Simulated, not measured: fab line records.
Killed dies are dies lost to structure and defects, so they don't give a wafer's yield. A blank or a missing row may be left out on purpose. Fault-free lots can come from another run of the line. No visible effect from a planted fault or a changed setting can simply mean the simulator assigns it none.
Chamber matching || flow nand_harc || cmp-04 running NHARC_P_M2_CMP_23: 4 sister chambers
The step polishes, t overpolish 20 s, target thk 144.3 nm. 4 wafers are shown with their chamber, then 8 later ones without.

EACH WAFER AND ITS CHAMBER
{"wafer": "L078.3", "chamber": 0, "motor_current_A (A)": 12.7}
{"wafer": "L084.1", "chamber": 1, "motor_current_A (A)": 13.5}
{"wafer": "L084.2", "chamber": 3, "motor_current_A (A)": 12.8}
{"wafer": "L091.2", "chamber": 2, "motor_current_A (A)": 10.8}

WAFERS MISSING THEIR CHAMBER
{"wafer": "L091.5", "motor_current_A (A)": 12.6}
{"wafer": "L091.6", "motor_current_A (A)": 12.2}
{"wafer": "L094.2", "motor_current_A (A)": 12.4}
{"wafer": "L094.3", "motor_current_A (A)": 12.3}
{"wafer": "L094.6", "motor_current_A (A)": 11.3}
{"wafer": "L096.2", "motor_current_A (A)": 12.8}
{"wafer": "L096.3", "motor_current_A (A)": 12.1}
{"wafer": "L096.6", "motor_current_A (A)": 11.4}

THE CHAMBER EACH PASSED THROUGH
{"wafer": "L091.5", "from the rows above": "can't be placed: 0 or 3 or 1", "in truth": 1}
{"wafer": "L091.6", "from the rows above": "can't be placed: 0 or 3 or 1", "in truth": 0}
{"wafer": "L094.2", "from the rows above": "can't be placed: 0 or 3 or 1", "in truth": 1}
{"wafer": "L094.3", "from the rows above": "can't be placed: 0 or 3 or 1", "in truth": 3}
{"wafer": "L094.6", "from the rows above": 2, "in truth": 2}
{"wafer": "L096.2", "from the rows above": "can't be placed: 3 or 0 or 1", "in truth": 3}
{"wafer": "L096.3", "from the rows above": "can't be placed: 0 or 3 or 2 or 1", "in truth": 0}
{"wafer": "L096.6", "from the rows above": "can't be placed: 2 or 0 or 3", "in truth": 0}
1 of 8 placed correctly. Not placeable from these rows: 7 (in 7, the candidates include the true chamber). Wrongly placed: 0.
How it was worked out, from the rows above alone: a wafer's distance from a chamber is the root of the sum, over the readings, of the square of ((its reading less the chamber's mean) divided by the reading's scatter). The wafer belongs to the nearest chamber; if the next one is less than 2 further off, it can't be placed. For every chamber, the mean is computed from those of its wafers that are shown. The scatter: root of mean squared gap, hidden wafer to nearest shown wafer, with one shown wafer a chamber.
